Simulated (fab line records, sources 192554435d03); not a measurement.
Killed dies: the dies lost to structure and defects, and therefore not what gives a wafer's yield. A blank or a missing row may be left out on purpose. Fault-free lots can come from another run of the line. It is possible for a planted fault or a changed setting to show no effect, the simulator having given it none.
2 desks looking at one fault :: flow n5-finfet :: each desk holds nothing but its own numbers, with what lay behind them at the end

FROM THE METROLOGY DESK
Means of the sampled wafers that have a number, per lot and without regard to the tool the lot ran on: this is what the gauges read. Any lot whose mean is over 4 standard deviations away from the usual mean is out of limits and marked OUT; that distance is given in the brackets.
Columns: A = M11_THK at N5_BEOL_M11_THK_MEAS_53, usual 140.6 nm; B = M11_RS at N5_BEOL_M11_RS_MEAS_57, usual 0.1511 ohm/sq
lot: L381
first seen here: day 10 14:22
A: 140.4
B: 0.1516

lot: L387
first seen here: day 11 22:55
A: 142.4
B: 0.1479

lot: L393
first seen here: day 13 07:57
A: 138.0
B: 0.1553

lot: L395
first seen here: day 14 07:11
A: 142.1
B: 0.1482

lot: L403
first seen here: day 15 22:09
A: 138.8
B: 0.1527

lot: L402
first seen here: day 16 17:05
A: 140.7
B: 0.1512
Finding of this desk: none of the 6 lots has anything out of limits.

DESK OF THE TOOL OWNER: pecvd-02
The tool's own readings at N5_BEOL_M11_DEP_56 (deposits SiCN from 3MS/NH3, target thk 30 nm, time 10.5 s): means of the sampled wafers that have a number, for each lot that ran on this tool. Any lot whose mean is over 4 standard deviations away from the usual mean is out of limits and marked OUT; that distance is given in the brackets.
Columns: A = showerhead-plenum-p-Torr at N5_BEOL_M11_DEP_56, usual 4.153 Torr; B = throttle-valve-pct at N5_BEOL_M11_DEP_56, usual 18.6 %
lot: L387
first seen here: day 11 22:58
A: 4.140
B: 19.4

lot: L393
first seen here: day 13 08:02
A: 4.132
B: 18.9

lot: L395
first seen here: day 14 07:14
A: 4.130
B: 19.0
Finding of this desk: none of the 3 lots has anything out of limits.

PUT TOGETHER
From the metrology desk's view, nothing was out of limits.
Nothing out of limits was seen by the tool owner's desk.

WHAT THE SIMULATOR HAD INSERTED
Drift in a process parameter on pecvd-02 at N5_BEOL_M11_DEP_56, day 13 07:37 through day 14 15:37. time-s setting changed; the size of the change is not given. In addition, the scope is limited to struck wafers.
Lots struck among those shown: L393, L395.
